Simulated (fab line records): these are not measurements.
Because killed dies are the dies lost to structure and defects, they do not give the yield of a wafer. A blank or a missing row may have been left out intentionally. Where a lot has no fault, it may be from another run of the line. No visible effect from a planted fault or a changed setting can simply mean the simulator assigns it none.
Chamber matching | flow n5-finfet | 3 sister chambers for N5_BEOL_M1_CO_CAP_55 on cvd-co-01
The step material Co, precursor CCTBA/H2, target thk 2 nm, time 102.1 s. 20 wafers are shown with their chamber, then 10 later ones without.

## EACH WAFER AND ITS CHAMBER
wafer  | chamber | heater-power-w (W)
L076.1 | 2       | 272
L076.4 | 2       | 265
L076.6 | 0       | 216
L077.2 | 2       | 266
L077.3 | 1       | 220
L077.4 | 1       | 227
L079.1 | 1       | 222
L079.4 | 0       | 214
L079.6 | 2       | 264
L081.2 | 1       | 227
L081.4 | 0       | 218
L081.6 | 2       | 264
L085.4 | 0       | 214
L085.5 | 2       | 268
L085.6 | 1       | 226
L086.2 | 2       | 274
L086.4 | 2       | 270
L086.6 | 1       | 223
L093.1 | 2       | 270
L093.4 | 2       | 273

SIGNATURES, as means of the wafers listed above
reading        | chamber 0 | chamber 1 | chamber 2 | scatter within a chamber
heater-power-w | 215.50    | 224.17    | 268.60    | 3.26
Rule: a wafer's distance from a chamber is the root of the sum, over the readings, of the square of ((its reading less the chamber's mean) divided by the reading's scatter). The wafer belongs to the nearest chamber; if the next one is less than 2 further off, it can't be placed. The scatter: the root of (the sum of the squares of (reading less its chamber's mean) over the shown wafers, divided by (wafers less chambers)).

## WAFERS MISSING THEIR CHAMBER
wafer  | heater-power-w (W)
L093.6 | 211
L092.2 | 217
L092.4 | 219
L092.6 | 215
L094.1 | 273
L094.2 | 228
L094.3 | 215
L095.3 | 229
L095.5 | 271
L095.6 | 215

## THE CHAMBER EACH PASSED THROUGH
wafer  | from the rows above     | in truth
L093.6 | 0                       | 0
L092.2 | can't be placed: 0 or 1 | 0
L092.4 | can't be placed: 0 or 1 | 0
L092.6 | 0                       | 0
L094.1 | 2                       | 2
L094.2 | 1                       | 1
L094.3 | 0                       | 0
L095.3 | 1                       | 1
L095.5 | 2                       | 2
L095.6 | 0                       | 0
Correctly placed: 8 of 10. From these rows, 2 cannot be placed; in 2 the true chamber is one of the candidates. Wrongly placed: 0.
